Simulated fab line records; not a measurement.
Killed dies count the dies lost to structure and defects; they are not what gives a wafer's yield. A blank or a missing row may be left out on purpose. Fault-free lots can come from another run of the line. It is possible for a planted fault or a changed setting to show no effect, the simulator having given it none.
fab line records	flow n5_finfet	part 2 of 2: steps 16 to 16 of 16
[record] lots = 7	wafers = 21	last_day = 17
route steps=1938 shown HKMG_FIN@426 BEOL_M4@1111 PASSIVATION@1936
lots that met no fault: from a run of the same line without faults
start_h: hours from the record's opening day to when the first of the lot's shown wafers began	wait_h: hours from the lot's prior step to this one	" unchanged from the row above	L1.1+2: a single row standing in for several wafers	- value missing, or start not given	* or withheld: withheld	< > ~ a bound
route shown NAME@n: names a module that has steps shown in the file, with the first one's number in the route	usual: mean/standard deviation taken from wafers without a fault	same: alike in all rows	chamber/n: place in a boat	sites: readings site by site	_std_site: how widely they spread, as a standard deviation	_edge_site: the outer-site mean with the inner-site mean subtracted	radius_mm: how far each site lies from the wafer's centre	mask NAME#n: copy n	behind: the tool/chamber that last shaped the wafer	hold: why the lot went on hold/how many hours it stayed there/how the hold came to an end	device: the transistor (n, p or np) that didn't switch	end of line: the tests these same wafers got at the end of their route	a step given without rows: its recipe and nothing more	killed: not the wafer's yield, but the dies lost to structure and defects at the first sort	map: a wafer's dies, marking killed ones x, the rest . and places with no die _
set.NAME: the setting that was run; set.NAME@STEP: the one run at that earlier step	model.NAME: the simulator's own value behind a step, which no gauge read
a table for each step, a row for each wafer; lots at some steps of the route
services: a tool's chamber out of use, with start hour (start_h, from the record's first day; less than 0 if before it), hours out, and reason
[[steps]]
[step N5_PASSIVATION_PROBE_49]
[usual] defect_limited_yield = 91.1/1.3	killed_at_M0_to_M3 = 36/10	killed_at_M4_up = 14/4.4	killed_at_contacts = 14/5.7	killed_at_front_end = 39/9.4	killed_at_other = 2.9/2.6	killed_dies = 105/15	killed_on_rim = 14/3.5	killed_open = 70/12	killed_short = 34/7.1	sort_bin_5_function = 5.3/0.77	sort_bin_6_memory = 3.3/0.66	sort_n_pass = 1075/15	sort_yield_pct = 91.1/1.3
[same] gross_dies = 1180	killed_at_back_side = 0	sort_bin_4_leakage[%] = 0	sort_bin_8_speed[%] = 0
lot.wafer	tool	chamber	start_h	wait_h	defect_limited_yield[%]	killed_at_M0_to_M3	killed_at_M4_up	killed_at_contacts	killed_at_front_end	killed_at_other	killed_dies	killed_on_rim	killed_open	killed_short	sort_bin_5_function[%]	sort_bin_6_memory[%]	sort_n_pass	sort_yield_pct[%]
L762.1	prober-02	-	274.87	0.0	91.1	21	18	21	38	7	105	18	79	26	5.7	2.7	1075	91.1
L762.3	prober-02	-	274.97	0.1	92.1	33	20	15	25	0	93	13	69	24	4.8	2.8	1087	92.1
L762.4	prober-02	-	275.02	0.2	91.3	44	11	22	25	1	103	9	76	27	5.5	2.9	1077	91.3
L768.2	prober-02	-	303.62	0.1	89.5	45	21	18	34	6	124	17	86	37	5.9	4.4	1056	89.5
L768.4	prober-02	-	303.72	0.2	91.4	29	13	24	31	4	101	12	67	32	5.0	3.3	1079	91.4
L768.5	prober-02	-	303.77	0.2	90.7	41	14	24	31	0	110	15	74	35	5.0	4.0	1070	90.7
L771.3	prober-02	-	315.34	0.1	91.6	37	9	10	42	1	99	11	58	40	5.3	2.8	1081	91.6
L771.5	prober-02	-	315.44	0.2	92.5	33	6	7	38	4	88	15	52	35	4.5	2.5	1092	92.5
L771.6	prober-02	-	315.49	0.3	90.2	46	12	18	39	1	116	16	65	50	5.3	4.4	1064	90.2
L770.2	prober-02	-	316.93	0.1	91.3	38	11	14	33	7	103	16	65	35	5.4	3.1	1077	91.3
L770.3	prober-02	-	316.98	0.1	92.9	18	11	13	33	9	84	10	55	28	4.2	2.5	1096	92.9
L770.5	prober-02	-	317.08	0.2	93.7	31	4	6	24	9	74	11	46	26	3.6	2.1	1106	93.7
L774.3	prober-01	-	336.33	0.1	90.9	37	17	19	33	1	107	11	74	33	5.3	3.4	1073	90.9
L774.5	prober-01	-	336.43	0.2	89.1	23	13	23	67	3	129	17	92	37	6.4	4.2	1051	89.1
L774.6	prober-01	-	336.48	0.3	91.5	23	19	18	38	2	100	15	70	29	5.3	3.0	1080	91.5
L783.2	prober-01	-	384.54	0.1	90.2	39	17	27	30	3	116	15	86	27	6.3	3.2	1064	90.2
L783.5	prober-01	-	384.69	0.2	90.1	49	15	10	41	2	117	16	90	24	5.1	4.7	1063	90.1
L783.6	prober-01	-	384.74	0.3	91.2	44	5	26	29	0	104	14	62	42	5.7	2.9	1076	91.2
L784.1	prober-02	-	403.41	0.0	91.5	20	11	18	51	0	100	15	66	32	5.1	3.1	1080	91.5
L784.4	prober-02	-	403.56	0.2	90.0	42	23	12	41	0	118	16	89	27	5.9	4.1	1062	90.0
L784.5	prober-02	-	403.61	0.2	91.5	27	17	22	32	2	100	15	63	35	4.7	3.6	1080	91.5
// killed by level:class
L762.1 MOL_CONTACT_COAG:geometric_particle:open=16 BEOL_M4:geometric_particle:open=13 STI_FIN_REVEAL:geometric_particle:open=10 BEOL_M0_SAQP:geometric_particle:open=6 FIN_SAQP:geometric_particle:short=5 DUMMY_GATE:geometric_particle:open=5 MOL_CONTACT_COAG:geometric_particle:short=5 BEOL_M2:geometric_particle:open=5
L762.3 MOL_CONTACT_COAG:geometric_particle:open=13 BEOL_M0_SAQP:geometric_particle:short=8 BEOL_M4:geometric_particle:open=8 BEOL_M0_SAQP:geometric_particle:open=7 DUMMY_GATE:geometric_particle:open=6 BEOL_M3:geometric_particle:open=5 FIN_SAQP:geometric_particle:open=4 GATE_CUT:geometric_particle:short=3
L762.4 MOL_CONTACT_COAG:geometric_particle:open=18 BEOL_M3:geometric_particle:open=15 BEOL_M0_SAQP:geometric_particle:open=13 FIN_SAQP:geometric_particle:short=8 BEOL_M2:geometric_particle:open=7 BEOL_M0_SAQP:geometric_particle:short=6 MOL_CONTACT_COAG:geometric_particle:short=4 BEOL_M4:geometric_particle:open=4
L768.2 MOL_CONTACT_COAG:geometric_particle:open=15 BEOL_M0_SAQP:geometric_particle:open=15 BEOL_M0_SAQP:geometric_particle:short=14 BEOL_M4:geometric_particle:open=13 STI_FIN_REVEAL:geometric_particle:open=11 FIN_SAQP:geometric_particle:short=6 FIN_SAQP:geometric_particle:open=4 BEOL_M1:geometric_particle:open=4
L768.4 MOL_CONTACT_COAG:geometric_particle:open=22 FIN_SAQP:geometric_particle:short=10 BEOL_M0_SAQP:geometric_particle:open=8 BEOL_M3:geometric_particle:open=8 FIN_SAQP:geometric_particle:open=6 STI_FIN_REVEAL:geometric_particle:open=5 BEOL_M0_SAQP:geometric_particle:short=4 BEOL_M1:geometric_particle:open=4
L768.5 MOL_CONTACT_COAG:geometric_particle:open=18 BEOL_M0_SAQP:geometric_particle:open=13 BEOL_M0_SAQP:geometric_particle:short=13 FIN_SAQP:geometric_particle:short=7 FIN_SAQP:geometric_particle:open=6 STI_FIN_REVEAL:geometric_particle:open=6 MOL_CONTACT_COAG:geometric_particle:short=6 BEOL_M0:geometric_particle:open=5
L771.3 BEOL_M0_SAQP:geometric_particle:open=10 FIN_SAQP:geometric_particle:short=9 BEOL_M0_SAQP:geometric_particle:short=9 BEOL_M3:geometric_particle:open=8 MOL_CONTACT_COAG:geometric_particle:open=8 GATE_CUT:geometric_particle:short=7 STI_FIN_REVEAL:geometric_particle:open=6 BEOL_M4:geometric_particle:open=6
L771.5 BEOL_M0_SAQP:geometric_particle:open=11 FIN_SAQP:geometric_particle:short=10 STI_FIN_REVEAL:geometric_particle:open=7 BEOL_M0_SAQP:geometric_particle:short=7 BEOL_M2:geometric_particle:open=6 MOL_CONTACT_COAG:geometric_particle:open=5 STARTING-WAFER:geometric_particle:open=5 FIN_SAQP:geometric_particle:open=4
L771.6 FIN_SAQP:geometric_particle:short=14 MOL_CONTACT_COAG:geometric_particle:open=14 BEOL_M0_SAQP:geometric_particle:open=11 BEOL_M0_SAQP:geometric_particle:short=11 BEOL_M3:geometric_particle:open=11 FIN_SAQP:geometric_particle:open=8 GATE_CUT:geometric_particle:short=8 STI_FIN_REVEAL:geometric_particle:open=6
L770.2 MOL_CONTACT_COAG:geometric_particle:open=12 BEOL_M0_SAQP:geometric_particle:short=8 BEOL_M4:geometric_particle:open=7 STI_FIN_REVEAL:geometric_particle:open=7 BEOL_M0_SAQP:geometric_particle:open=7 BEOL_M1:geometric_particle:open=7 FIN_SAQP:geometric_particle:short=5 GATE_CUT:geometric_particle:open=5
L770.3 MOL_CONTACT_COAG:geometric_particle:open=9 BEOL_M2:geometric_particle:open=9 STI_FIN_REVEAL:geometric_particle:open=7 FIN_SAQP:geometric_particle:short=6 ILD0:geometric_particle:short=5 BEOL_M4:geometric_particle:open=5 FIN_SAQP:geometric_particle:open=4 MOL_CONTACT_COAG:geometric_particle:short=4
L770.5 STI_FIN_REVEAL:geometric_particle:open=7 MOL_CONTACT_COAG:geometric_particle:open=6 BEOL_M0_SAQP:geometric_particle:open=6 BEOL_M3:geometric_particle:open=6 FIN_SAQP:geometric_particle:short=5 BEOL_M0_SAQP:geometric_particle:short=4 BEOL_M0:geometric_particle:open=4 PAD_METAL:geometric_particle:short=4
L774.3 MOL_CONTACT_COAG:geometric_particle:open=13 BEOL_M2:geometric_particle:open=12 FIN_SAQP:geometric_particle:open=7 DUMMY_GATE:geometric_particle:open=7 MOL_CONTACT_COAG:geometric_particle:short=6 BEOL_M0_SAQP:geometric_particle:short=5 BEOL_M0_SAQP:geometric_particle:open=5 BEOL_M0:geometric_particle:open=5
L774.5 FIN_SAQP:geometric_particle:open=26 MOL_CONTACT_COAG:geometric_particle:open=17 FIN_SAQP:geometric_particle:short=13 STI_FIN_REVEAL:geometric_particle:open=8 GATE_CUT:geometric_particle:open=7 MOL_CONTACT_COAG:geometric_particle:short=6 BEOL_M0_SAQP:geometric_particle:open=4 BEOL_M1:geometric_particle:open=4
L774.6 MOL_CONTACT_COAG:geometric_particle:open=16 FIN_SAQP:geometric_particle:open=9 STI_FIN_REVEAL:geometric_particle:open=7 FIN_SAQP:geometric_particle:short=6 BEOL_M0_SAQP:geometric_particle:open=6 BEOL_M4:geometric_particle:open=6 GATE_CUT:geometric_particle:short=5 BEOL_M0_SAQP:geometric_particle:short=5
L783.2 MOL_CONTACT_COAG:geometric_particle:open=24 BEOL_M3:geometric_particle:open=11 BEOL_M0_SAQP:geometric_particle:short=9 BEOL_M0_SAQP:geometric_particle:open=7 STI_FIN_REVEAL:geometric_particle:open=6 ILD0:geometric_particle:open=6 BEOL_M2:geometric_particle:open=4 BEOL_M4:geometric_particle:open=4
L783.5 BEOL_M3:geometric_particle:open=17 STI_FIN_REVEAL:geometric_particle:open=16 BEOL_M0_SAQP:geometric_particle:open=11 MOL_CONTACT_COAG:geometric_particle:open=8 BEOL_M4:geometric_particle:open=8 DUMMY_GATE:geometric_particle:open=5 BEOL_M2:geometric_particle:open=5 BEOL_M0_SAQP:geometric_particle:short=5
L783.6 MOL_CONTACT_COAG:geometric_particle:open=17 BEOL_M0_SAQP:geometric_particle:open=15 BEOL_M0_SAQP:geometric_particle:short=13 MOL_CONTACT_COAG:geometric_particle:short=9 BEOL_M3:geometric_particle:open=9 STI_FIN_REVEAL:geometric_particle:open=7 STARTING-WAFER:geometric_particle:open=6 ILD0:geometric_particle:short=5
L784.1 MOL_CONTACT_COAG:geometric_particle:open=14 STI_FIN_REVEAL:geometric_particle:open=13 FIN_SAQP:geometric_particle:open=11 FIN_SAQP:geometric_particle:short=11 BEOL_M4:geometric_particle:open=6 BEOL_M3:geometric_particle:open=6 BEOL_M1:geometric_particle:open=5 GATE_CUT:geometric_particle:short=4
L784.4 BEOL_M0_SAQP:geometric_particle:open=15 BEOL_M4:geometric_particle:open=14 FIN_SAQP:geometric_particle:open=12 MOL_CONTACT_COAG:geometric_particle:open=10 FIN_SAQP:geometric_particle:short=8 BEOL_M3:geometric_particle:open=8 STI_FIN_REVEAL:geometric_particle:open=7 DUMMY_GATE:geometric_particle:open=7
L784.5 MOL_CONTACT_COAG:geometric_particle:open=18 BEOL_M0_SAQP:geometric_particle:short=7 BEOL_M0_SAQP:geometric_particle:open=7 STI_FIN_REVEAL:geometric_particle:open=6 BEOL_M3:geometric_particle:open=5 BEOL_M4:geometric_particle:open=5 ILD0:geometric_particle:short=4 GATE_CUT:geometric_particle:short=4
[[services]]
tool	chamber	start_h	hours	kind
rie_diel-02	0	85.26	-	clean
rie_diel-02	0	85.26	-	consumable_replace:focus_ring
rie_diel-02	0	85.26	18.9	scheduled_down
rie_diel-02	0	85.26	18.9	vent_cycle
rie_diel-06	2	154.30	2.7	repair
rie_diel-02	-	187.98	14.6	pm
